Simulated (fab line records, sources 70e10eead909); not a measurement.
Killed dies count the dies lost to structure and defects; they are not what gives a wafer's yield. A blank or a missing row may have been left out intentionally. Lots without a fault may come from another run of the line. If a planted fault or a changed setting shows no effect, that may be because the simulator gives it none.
Comparing a struck lot with a sound one | flow nandHarc | 14 steps out of a route of 1159
Sound: wafers L874.3, L874.4, L874.6. Wafers struck: L871.1, L871.5, L871.6. The cause comes at the end.
Each step with rows lists, per side, the tool, then ch with its chambers, then its first start. Under that, the readings that differ: sound wafers | struck wafers | difference of the means | sigmas: that difference in standard deviations of wafers without a fault.
alike: readings with means less than 2 such deviations apart, plus words and numbers identical on both sides. not compared: withheld readings, readings lacking a value on some wafer, bounds such as >300 that could conceal the same value, and numbers that have no deviation in the record and whose values overlap.
Wherever a step has rows on one side only, a row that says differs or no value, or a row with sigmas, the two part there. Numbers that have no deviation but don't overlap get no sigmas and don't part them. Lack of a reading on every wafer of one side parts them only where that side has two or more wafers.

NHARC_A_ZERO_WELL_INSPECT_17:
  sound on defectInspect-01 at day 10 10:01; struck on defectInspect-01 at day 9 19:25
  alike: rawDefectCount
then, 3 steps without rows for these wafers: NHARC_A_SOURCE_PLATE_PRECLEAN_00 (cleans in HF-LAST, time 60 s); NHARC_A_SOURCE_PLATE_SRD_01; NHARC_A_SOURCE_PLATE_OXIDE_02 (material SiO2, target thk 10 nm, ox time 1362 s).
NHARC_A_SOURCE_PLATE_THK_MEAS_09: measures by ellipsometry.
  sound on filmMetro-02 at day 10 17:15; struck on filmMetro-02 at day 10 02:16
  alike: thkNm
then, 3 steps without rows for these wafers: NHARC_A_SOURCE_PLATE_PVD_04 (deposits WSi2, target thk 50 nm); NHARC_A_SOURCE_PLATE_CVD_03 (deposits poly-Si, target thk 200 nm, time 4000 s); NHARC_A_SOURCE_PLATE_ANNEAL_05 (time 1800 s).
NHARC_A_SOURCE_PLATE_THK_MEAS_06: measures by ellipsometry.
  sound on filmMetro-01 at day 11 06:50; struck on filmMetro-01 at day 10 15:22
  alike: thkNm
NHARC_A_SOURCE_PLATE_INSPECT_08:
  sound on defectInspect-01 at day 11 06:55; struck on defectInspect-01 at day 10 15:25
  alike: rawDefectCount
NHARC_A_ONON_D1_DEP_00: target thk 1000 nm.
  sound on pecvdOnon-01 ch 0, day 11 07:07; struck on pecvdOnon-02 ch 0, day 10 15:29
  alike: n2FlowSccm
NHARC_A_ONON_D1_THK_MEAS_02: measures by ellipsometry.
  sound on filmMetro-02 at day 11 07:31; struck on filmMetro-02 at day 10 16:00
reading    | sound          | struck      | difference | sigmas
thkNm (nm) | 1005 1005 1004 | 609 606 606 | -398       | -41
then, no rows for these wafers at 1 step: NHARC_A_ONON_D1_DEP_03 (target thk 1000 nm).
-- jump in the record: it breaks off in module A_ONON_D1 and resumes in module END (first step shown: number 1159 of the route), and 15 days separate the struck wafers' starts before and after --
NHARC_END_SORT_01:
  the record has rows for the struck wafers here (prober-02 ch 0, day 25 10:52) and none for the sound ones

WHERE THEY PART
Earliest at NHARC_A_ONON_D1_THK_MEAS_02; latest, in this record, at NHARC_END_SORT_01.

WHY: whatever the simulator had introduced
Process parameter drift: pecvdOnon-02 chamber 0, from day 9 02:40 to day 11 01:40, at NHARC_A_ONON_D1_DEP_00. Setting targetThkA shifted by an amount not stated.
